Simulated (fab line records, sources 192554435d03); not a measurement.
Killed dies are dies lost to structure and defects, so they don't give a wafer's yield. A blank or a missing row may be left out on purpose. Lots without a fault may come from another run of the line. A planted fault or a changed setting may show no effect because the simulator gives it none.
fab line records | flow n5_finfet
record lots=5 wafers=15 last_day=19
route steps=1938 shown SDB@370 DUMMY_REMOVAL@377 HKMG_FIN@385 PASSIVATION@1936
lots that met no fault: from a run of the same line without faults
start_h: hours from the record's first day to the start of the lot's first wafer shown | wait_h: hours since the lot's step before | " the same as in the row above | L1.1+2: a row that stands for several wafers | - no value, or no start given | * or withheld: withheld | < > ~ a bound
route shown NAME@n: a module of which the file shows steps, and the number in the route of the first | usual: mean/standard deviation of fault-free wafers | same: alike in all rows | chamber/n: place in a boat | sites: the reading at each site | _std_site: their standard deviation | _edge_site: outer sites' mean less inner sites' | radius_mm: how far each site lies from the wafer's centre | mask NAME#n: copy n | behind: the tool/chamber that last shaped the wafer | hold: why the lot was held/for how many hours/how that ended | device: the transistor (n, p or np) that didn't switch | end of line: the same wafers' tests at the end of the route | a step without rows: its recipe alone | killed: dies lost to structure and defects at the first sort, not the wafer's yield | map: a wafer's dies, x killed, . not, _ none there
set.NAME: the setting as run; set.NAME@STEP: as run at that earlier step | model.NAME: the simulator's own value behind a step, which no gauge read
lots at some steps of the route; a table a step, a row a wafer
## steps
# step N5_SDB_PRECLEAN_38
# recipe chemistry=dHF time_s=10 dilution=750:1 temp_c=25
# step N5_SDB_PRECLEAN_39
# recipe chemistry=O3/DIW time_s=45 temp_c=22 o3_ppm=10
# step N5_SDB_SRD_28
# recipe dry=ipa_marangoni time_s=30 temp_c=23 rinse_liquid=diw
# step N5_SDB_ALD_29
# recipe material=SiNx target_thk_a=300 temp_c=400 ald_precursor_family=SiH2I2 ald_co_reactant=N2/H2-plasma pulse_time_s=1 ald_cycles=600 purge_time_s=2 co_reactant_purge_time_s=2 pressure_torr=2
# step N5_SDB_CMP_30
# recipe stop_on=poly-Si t_overpolish_s=1.54 post_cmp_clean=alkaline_brush down_force_psi=4.1491 platen_rpm=51.796 pad_velocity_m_s=1.0306 target_thk_nm=30
# step N5_DUMMY_REMOVAL_HM_STRIP_01
# recipe chemistry=CH3F/O2 material=SiNx target_depth_a=40 stop_on=poly-Si time_s=6.8 over_etch_frac=0.3 ion_energy_ev=60 power_w=410 bias_w=29 Ar_flow_sccm=150 CH3F_flow_sccm=30 O2_flow_sccm=20
# step N5_DUMMY_REMOVAL_STRIP_10
# recipe chemistry=N2/H2 time_s=40 power_w=100 temp_c=40 pressure_mtorr=100 rf_frequency_hz=6e+07 bias_power_w=3 n2_flow_sccm=300 h2_flow_sccm=300
# step N5_DUMMY_REMOVAL_PRECLEAN_07
# recipe chemistry=dHF time_s=30 temp_c=25 dilution=withheld
# step N5_DUMMY_REMOVAL_DUMMY_REMOVE_02
# recipe chemistry=TMAH temp_c=70 target=poly-Si stop_on=SiO2 target_depth_nm=142 conc_wt_pct=5 time_s=57 dry=ipa_marangoni rinse_time_s=30 rinse_temp_c=23
# step N5_DUMMY_REMOVAL_PRECLEAN_08
# recipe chemistry=NF3:NH3 afs_cycles=2 temp_c=30 time_s=20 sublimation_temp_c=180 sublimation_time_s=60 pressure_torr=3 rf_power_w=30
# usual afs_cycles=2/0 pressure_torr=2.999/0.006 rf_power_w=30.01/0.087
# columns lot.wafer tool chamber start_h wait_h afs_cycles pressure_torr rf_power_w model.SiO2_of_DUMMY_GATE_ALD_02.thk_nm
L847.2 remote_plasma-02 0 137.38 0.1 - - - 2
L847.4 " 0 " " - - - 2
L847.5 " 0 " " - - - 2
L848.2 remote_plasma-02 0 144.84 0.1 - - - 2
L848.4 " 0 " " - - - 2
L848.6 " 0 " " - - - 2
L849.1 remote_plasma-01 1 149.32 0.0 - - - 2
L849.3 " 1 " " - - - 2
L849.4 " 1 " " - - - 2
L851.2 remote_plasma-01 0 158.21 0.1 2 2.996 30.08 0
L851.4 " 0 " " 2 2.994 30.06 0
L851.5 " 0 " " 2 3.001 30.18 0
L859.2 remote_plasma-02 0 211.63 0.1 2 2.994 29.91 0
L859.4 " 0 " " 2 3.002 30.04 0
L859.5 " 0 " " 2 3.000 29.90 0
# step N5_DUMMY_REMOVAL_PRECLEAN_04
# recipe chemistry=DHF time_s=37 temp_c=25 dilution=500:1
# step N5_DUMMY_REMOVAL_SRD_05
# recipe dry=ipa_marangoni do_ppb=5 time_s=30 temp_c=23 rinse_liquid=diw
# step N5_HKMG_FIN_IL_REGROW_00
# recipe material=SiO2 target_thk_a=7.5 chemistry=O3 temp_c=withheld time_s=30
# step N5_HKMG_FIN_HK_ALD_01
# recipe material=HfO2 target_thk_a=16 temp_c=withheld ald_precursor_family=HfCl4 ald_co_reactant=H2O pulse_time_s=3 purge_time_s=3 co_reactant_purge_time_s=2.5 co_reactant_pulse_time_s=0.3 ald_cycles=30
# step N5_HKMG_FIN_HK_ANNEAL_02
# recipe temp_c=700 time_s=30 ambient=N2 idle_temp_c=600 ramp_up_c_per_s=150 ramp_down_c_per_s=60 cool_to_c=600
# step N5_HKMG_FIN_ALD_74
# recipe material=La2O3 target_thk_a=5 temp_c=250 ald_precursor_family=La-Cp ald_co_reactant=O3 pulse_time_s=6 co_reactant_pulse_time_s=1 purge_time_s=3 co_reactant_purge_time_s=3
# step N5_HKMG_FIN_ALD_75
# recipe material=Al2O3 target_thk_a=10 temp_c=150 ald_precursor_family=TMA ald_co_reactant=H2O pulse_time_s=withheld co_reactant_pulse_time_s=1
# step N5_HKMG_FIN_COAT_41
# recipe resist=SOC temp_c=250 time_s=60 spin_rpm=1500 resist_thk_nm=300
# step N5_HKMG_FIN_COAT_42
# recipe resist=SiARC temp_c=220 time_s=60 spin_rpm=1500 resist_thk_nm=35
# step N5_HKMG_FIN_COAT_43
# recipe resist=CAR-ArF spin_rpm=1500 resist_thk_nm=90
# step N5_HKMG_FIN_EBR_45
# recipe solvent=PGMEA ebr_width_mm=1.5
# step N5_HKMG_FIN_SOFTBAKE_44
# recipe temp_c=110 time_s=60 resist=CAR-ArF
# step N5_HKMG_FIN_EXPOSE_46
# recipe mask_id=NDIPOLE na=1.35 source_shape=conventional sigma_outer=0.8 polarization=unpolarized dose_mj=40
# step N5_HKMG_FIN_PEB_47
# recipe peb_temp_c=withheld peb_time_s=60 resist=CAR-ArF
# step N5_HKMG_FIN_DEVELOP_48
# recipe develop_time_s=30 developer=TMAH resist=CAR-ArF rinse_liquid=diw dry=air_spin dev_temp_c=23
# step N5_HKMG_FIN_DESCUM_53
# recipe chemistry=O2 time_s=7.9 source_power_w=50 bias_power_w=20 pressure_mtorr=20 rf_frequency_hz=2.712e+07 temp_c=40 resist=CAR-ArF o2_flow_sccm=225
# step N5_HKMG_FIN_ETCH_54
# recipe chemistry=CF4 target=SiARC target_depth_a=455 mask_material=CAR-ArF time_s=75.8 ion_energy_ev=80 pressure_mtorr=40 source_w=545 bias_w=36 Ar_flow_sccm=100 cf4_flow_sccm=100 ends=cleared
# step N5_HKMG_FIN_ETCH_55
# recipe chemistry=N2/H2 target=SOC target_depth_a=2400 temp_c=40 time_s=300 ion_energy_ev=200 mask_material=SiARC pressure_mtorr=30 source_w=840 bias_w=150 n2_flow_sccm=200 h2_flow_sccm=200
# step N5_HKMG_FIN_STRIP_56
# recipe chemistry=N2/H2 temp_c=40 n2_flow_sccm=200 h2_flow_sccm=200 rf_frequency_hz=6e+07
# step N5_HKMG_FIN_STRIP_57
# recipe chemistry=CF4 resist=SiARC power_w=300 bias_power_w=75 pressure_mtorr=50 cf4_flow_sccm=150 rf_frequency_hz=6e+07
# step N5_HKMG_FIN_ETCH_58
# recipe chemistry=N2/H2 target=SOC target_depth_a=2158 ion_energy_ev=50 bias_w=13 time_s=741 pressure_mtorr=30 source_w=875 n2_flow_sccm=200 h2_flow_sccm=200
# step N5_HKMG_FIN_STRIP_93
# recipe chemistry=N2/H2 material=SOC time_s=20 power_w=500 temp_c=40 pressure_mtorr=50 rf_frequency_hz=6e+07 bias_power_w=8 h2_frac=0.5 n2_flow_sccm=300 h2_flow_sccm=300
# step N5_HKMG_FIN_WET_ETCH_76
# recipe chemistry=dNH4OH mix=1:50 temp_c=25 target=Al2O3 stop_on=La2O3 target_depth_nm=2.25 dry=ipa_marangoni rinse_time_s=30 rinse_temp_c=23
# step N5_HKMG_FIN_STRIP_60
# recipe chemistry=N2/H2 power_w=2500 temp_c=300 h2_frac=0.65 time_s=360 pressure_mtorr=withheld n2_flow_sccm=1750 h2_flow_sccm=3250
# step N5_HKMG_FIN_WET_ETCH_77
# recipe chemistry=dHCl mix=1:10000 temp_c=25 target=La2O3 stop_on=HfO2 target_depth_nm=2
# step N5_HKMG_FIN_WET_ETCH_78
# recipe chemistry=dNH4OH mix=1:50 temp_c=25 target=Al2O3 stop_on=La2O3 target_depth_nm=4.5 dry=ipa_marangoni rinse_time_s=30 rinse_temp_c=23
# step N5_PASSIVATION_PROBE_49
# usual defect_limited_yield=91.6/1.4 killed_at_M0_to_M3=33/10 killed_at_M4_up=13/5.3 killed_at_contacts=13/5.9 killed_at_front_end=36/12 killed_at_other=4/3.1 killed_dies=99/16 killed_open=65/13 killed_short=32/7.3 sort_bin_5_function=4.9/0.9 sort_bin_6_memory=3.1/0.66 sort_bin_8_speed=0.0/0.42 sort_n_pass=1081/17 sort_yield_pct=91.6/1.4
# same gross_dies=1180 killed_at_back_side=0 sort_bin_4_leakage[%]=0
# columns lot.wafer tool chamber start_h wait_h defect_limited_yield[%] killed_at_M0_to_M3 killed_at_M4_up killed_at_contacts killed_at_front_end killed_at_other killed_dies killed_open killed_short sort_bin_5_function[%] sort_bin_6_memory[%] sort_bin_8_speed[%] sort_n_pass sort_yield_pct[%]
L849.1 prober-02 - 365.92 0.0 89.8 26 23 23 45 3 120 78 39 6.1 3.9 89.8 0 0
L849.3 prober-02 - 366.02 0.1 92.5 38 14 18 16 2 88 56 30 4.8 2.5 92.5 0 0
L849.4 prober-02 - 366.07 0.2 88.7 36 18 26 51 2 133 92 22 6.4 3.8 88.7 0 0
L847.2 prober-02 - 379.44 0.1 91.0 37 15 10 43 1 106 75 30 5.7 3.1 91.0 0 0
L847.4 prober-02 - 379.54 0.2 90.9 36 18 10 34 9 107 75 32 5.1 3.8 90.9 0 0
L847.5 prober-02 - 379.59 0.2 88.1 32 15 14 73 6 140 98 31 6.3 4.2 88.1 0 0
L848.2 prober-02 - 385.25 0.1 94.5 24 7 2 30 2 65 44 20 2.8 2.3 94.5 0 0
L848.4 prober-02 - 385.35 0.2 93.3 32 11 5 26 5 79 49 27 4.5 1.9 93.3 0 0
L848.6 prober-02 - 385.45 0.3 92.5 22 6 10 44 7 89 54 32 4.4 2.6 92.5 0 0
L851.4 prober-02 - 391.52 0.2 92.0 33 3 18 36 4 94 58 36 4.7 3.1 0 1086 92.0
# killed by level:class
L849.1 MOL_CONTACT_COAG:geometric_particle:open=17 BEOL_M3:geometric_particle:open=16 BEOL_M4:geometric_particle:open=14 FIN_SAQP:geometric_particle:short=12 DUMMY_GATE:geometric_particle:open=6 GATE_CUT:geometric_particle:short=6 FIN_SAQP:geometric_particle:open=5 STI_FIN_REVEAL:geometric_particle:open=4
L849.3 BEOL_M3:geometric_particle:open=17 MOL_CONTACT_COAG:geometric_particle:open=12 BEOL_M0_SAQP:geometric_particle:short=8 BEOL_M4:geometric_particle:open=6 STI_FIN_REVEAL:geometric_particle:open=5 MOL_CONTACT_COAG:geometric_particle:short=5 BEOL_M3:geometric_particle:short=5 FIN_SAQP:geometric_particle:short=3
L849.4 MOL_CONTACT_COAG:geometric_particle:open=22 BEOL_M3:geometric_particle:open=22 HKMG_FIN:area_etch=13 FIN_SAQP:geometric_particle:open=8 BEOL_M4:geometric_particle:open=7 FIN_SAQP:geometric_particle:short=5 STI_FIN_REVEAL:geometric_particle:open=5 BEOL_M2:geometric_particle:open=4
L847.2 STI_FIN_REVEAL:geometric_particle:open=20 BEOL_M0_SAQP:geometric_particle:open=11 MOL_CONTACT_COAG:geometric_particle:open=9 FIN_SAQP:geometric_particle:open=8 BEOL_M1:geometric_particle:open=7 BEOL_M0_SAQP:geometric_particle:short=6 BEOL_M3:geometric_particle:open=6 STI_FIN_REVEAL:geometric_particle:short=5
L847.4 BEOL_M2:geometric_particle:open=14 BEOL_M3:geometric_particle:open=10 FIN_SAQP:geometric_particle:open=6 MOL_CONTACT_COAG:geometric_particle:open=6 BEOL_M4:geometric_particle:open=6 BEOL_M5:geometric_particle:open=5 DUMMY_GATE:geometric_particle:open=5 BEOL_M0_SAQP:geometric_particle:short=5
L847.5 FIN_SAQP:geometric_particle:open=23 STI_FIN_REVEAL:geometric_particle:open=19 MOL_CONTACT_COAG:geometric_particle:open=10 HKMG_FIN:area_etch=10 BEOL_M2:geometric_particle:open=9 FIN_SAQP:geometric_particle:short=8 BEOL_M3:geometric_particle:open=7 DUMMY_GATE:geometric_particle:open=6
L848.2 FIN_SAQP:geometric_particle:short=7 BEOL_M0_SAQP:geometric_particle:short=6 FIN_SAQP:geometric_particle:open=5 STI_FIN_REVEAL:geometric_particle:open=5 DUMMY_GATE:geometric_particle:open=5 BEOL_M0_SAQP:geometric_particle:open=5 BEOL_M2:geometric_particle:open=4 BEOL_M3:geometric_particle:open=4
L848.4 BEOL_M4:geometric_particle:open=10 FIN_SAQP:geometric_particle:short=9 BEOL_M2:geometric_particle:open=7 BEOL_M3:geometric_particle:open=7 BEOL_M0_SAQP:geometric_particle:open=6 FIN_SAQP:geometric_particle:open=5 BEOL_M3:geometric_particle:short=4 DUMMY_GATE:geometric_particle:open=3
L848.6 STI_FIN_REVEAL:geometric_particle:open=9 FIN_SAQP:geometric_particle:open=8 GATE_CUT:geometric_particle:short=6 MOL_CONTACT_COAG:geometric_particle:open=6 BEOL_M0_SAQP:geometric_particle:short=6 FIN_SAQP:geometric_particle:short=5 GATE_CUT:geometric_particle:open=5 BEOL_M0_SAQP:geometric_particle:open=4
L851.4 MOL_CONTACT_COAG:geometric_particle:open=12 BEOL_M3:geometric_particle:open=9 GATE_CUT:geometric_particle:short=6 MOL_CONTACT_COAG:geometric_particle:short=6 BEOL_M0_SAQP:geometric_particle:open=6 BEOL_M1:geometric_particle:open=6 FIN_SAQP:geometric_particle:short=5 STI_FIN_REVEAL:geometric_particle:open=5
# map L847.5 (x killed, . not)
_________________............________________
______________x................._____________
___________..x.............x.....x.__________
__________......x....x..........x..._________
________...xx..........x..........x..._______
_______..........x........x............______
______.......x....x..........x....x....._____
_____...xx....x..x....x..x...x.x.......x.____
____....x.....................x...........___
___.......x..x...x............x.x.x.x.x....__
___..xx......xx....................xx......__
__...........x..x.x....x..............xx...x_
__..............x..x.......x................_
_....x.x.....x....x....x..x...x..x.......x.x.
_.............x.x.x.x........x......x........
_....x.....x.......x..x.......x..............
_..................x..............x....x..x..
_x...x..x.........xx.x...............x.......
_...........x...............................x
_.x..........................x......x........
_...................x.x......x...............
__.............x..x..x......................_
__.................x......................x._
___.xx.xx....x...x.....x....x..............__
___...xx..........x........x.x.x...x..x....__
____........x.............................___
_____....................................____
______....x.x.........x.....x...x.....x._____
_______..........xxx..x.............x..______
________xx.......x.x.................._______
__________......x.x....x.....x......_________
___________............x...........__________
______________x....x.x..x...xx.._____________
_________________............________________
# map L848.6 (x killed, . not)
_________________............________________
______________.................._____________
___________........x...............__________
__________....x......x........x....._________
________....................x........._______
_______..............x.................______
______.......x..........x..............._____
_____...x..........x...........x......x..____
____.........x..x..x....x....x............___
___..................x..........x.x..x.....__
___....x..x..x..................x.x..x.....__
__.............x.x.......x.............x...._
__.....................x..............x....._
_....x.............................xx........
_............................................
_....x.x........x............x...............
_...x.....xx.........................xx......
_........x.................................x.
_...........x..................x....x........
_..xx.xxx.....x.......................x......
_.................x.....x........x...........
__x....x........x.....x............x........_
__........x...............x...x....x..x....._
___...........................x............__
___........................................__
____.............xx....................x..___
_____....x.....................x...x.....____
______..x..............x...........x...._____
_______.x....x......x..........x.......______
________.........x.........x......x..._______
__________.........................._________
___________......x.................__________
______________.....x............_____________
_________________............________________
## key
first_sign step=N5_DUMMY_REMOVAL_PRECLEAN_08 reading=tool_record direction=missing
effect step=N5_PASSIVATION_PROBE_49 reading=sort_bin_8_speed direction=up sigmas=99+ usual=0.0 struck=91.3
model_effect step=N5_DUMMY_REMOVAL_PRECLEAN_08 value=SiO2_of_DUMMY_GATE_ALD_02.thk_nm without=0 struck=2
met_at N5_DUMMY_REMOVAL_PRECLEAN_08
struck_wafers L847.2,L847.4,L847.5,L848.2,L848.4,L848.6,L849.1,L849.3,L849.4
baseline_loss step=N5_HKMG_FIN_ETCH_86 wafers=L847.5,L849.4
fault kind=skipped_step_whole tool=remote_plasma-01,remote_plasma-02 chamber=- onset_h=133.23 steps=N5_DUMMY_REMOVAL_PRECLEAN_08 scope=struck_lots_only
# baseline_loss: these wafers lose ten dies or more at that step, a loss of the line's own and not of a fault; the sort's usual values leave them out
